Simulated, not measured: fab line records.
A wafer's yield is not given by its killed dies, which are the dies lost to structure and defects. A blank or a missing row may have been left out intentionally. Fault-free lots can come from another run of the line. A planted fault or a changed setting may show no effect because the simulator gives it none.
Comparing a struck lot with a sound one / flow nand_harc / 13 out of 1159 route steps
Sound: these wafers, L525.1, L525.3, L525.6. The struck wafers were L530.1, L530.4, L530.5. The cause is given at the end.
For every step that has rows: the tool of each side, followed by ch and its chambers, followed by its first start. Under that, the readings that differ: sound wafers / struck wafers / difference of the means / sigmas: that difference in standard deviations of wafers without a fault.
alike: same words and numbers on both sides, and readings whose means sit less than 2 such deviations apart. not compared: any withheld reading, any reading some wafer has no value for, any bound like >300 that may hide the same value, and any number with overlapping values for which the record gives no deviation.
A row with sigmas, a row that says differs or no value, or rows on one side alone: a step with any of these is where the two part. Numbers that have no deviation but don't overlap get no sigmas and don't part them. A reading missing from all wafers of one side parts the sides only when that side holds two or more wafers.

first, 2 steps without rows for these wafers: NHARC_A_STAIRCASE_HARDBAKE_311 (time 140 s); NHARC_A_STAIRCASE_DESCUM_312 (chemistry O2, time 3 s).
NHARC_A_STAIRCASE_ETCH_313: etches the open film in CF4/CHF3.
  sound on rie_diel-12 ch 2,3, day 12 13:48; struck on rie_diel-08 ch 1,3, day 13 07:12
  alike: drypump_motor_current_A, oes_product_au, rf_vpp_V, showerhead_plenum_p_Torr, throttle_valve_pct
  not compared: rf_hours_counter_h
then, 2 steps without rows for these wafers: NHARC_A_STAIRCASE_HM_OPEN_463 (chemistry O2/COS); NHARC_A_STAIRCASE_STRIP_464 (strips in O2/COS).
NHARC_A_STAIRCASE_ETCH_453: etches the open film in CF4/O2, target depth 30 nm, overetch 3 nm, time 16.5 s.
  sound: rie_diel-12 ch 0,1,2; struck: rie_diel-08 ch 0,2,3
  alike: drypump_motor_current_A, oes_o_777_au, oes_product_au, rf_vpp_V, showerhead_plenum_p_Torr, throttle_valve_pct
  not compared: rf_hours_counter_h
NHARC_A_STAIRCASE_ETCH_315: etches the open film in C4F8/O2/Ar, target depth 2500 nm, time 607.1 s.
  sound: rie_diel-12 ch 0,1,2; struck: rie_diel-08 ch 0,1
  alike: oes_product_au, rf_vpp_V
  not compared: rf_hours_counter_h
NHARC_A_STAIRCASE_STRIP_316: strips in O2.
  sound: rie_diel-12 ch 2,3; struck: rie_diel-08 ch 1,2,3
  alike: drypump_motor_current_A, oes_product_au, rf_vpp_V, showerhead_plenum_p_Torr, throttle_valve_pct
  not compared: rf_hours_counter_h
then, 3 steps without rows for these wafers: NHARC_A_STAIRCASE_STRIP_317 (strips in SPM, time 900 s); NHARC_A_STAIRCASE_PRECLEAN_318 (cleans in SC1); NHARC_A_STAIRCASE_SRD_329.
NHARC_A_STAIRCASE_ALD_415: deposits SiO2, target thk 30 nm, pulse time 6 s, ald cycles 300.
  sound on ald_hk-02 ch 0,3, day 12 15:38; struck on ald_hk-04 ch 0,1,2, day 13 10:05
  no value came back on the struck wafers for ald_cycles, heater_power_outer_w (W), heater_power_w (W), precursor_pulse_height_rel; on the sound wafers ald_cycles reads 300 300 300
NHARC_A_STAIRCASE_ETCHBACK_416: etches the open film in C4F8/O2/Ar, target depth 36 nm, time 7.2 s.
  sound: rie_diel-06 ch 0,1,2; struck: rie_diel-12 ch 0,2,3
  alike: oes_product_au, rf_vpp_V
  not compared: rf_hours_counter_h

WHERE THEY PART
NHARC_A_STAIRCASE_ALD_415 only, going by this record. Later steps at which nothing parts them and some readings are alike: NHARC_A_STAIRCASE_ETCHBACK_416.

WHY: whatever the simulator had introduced
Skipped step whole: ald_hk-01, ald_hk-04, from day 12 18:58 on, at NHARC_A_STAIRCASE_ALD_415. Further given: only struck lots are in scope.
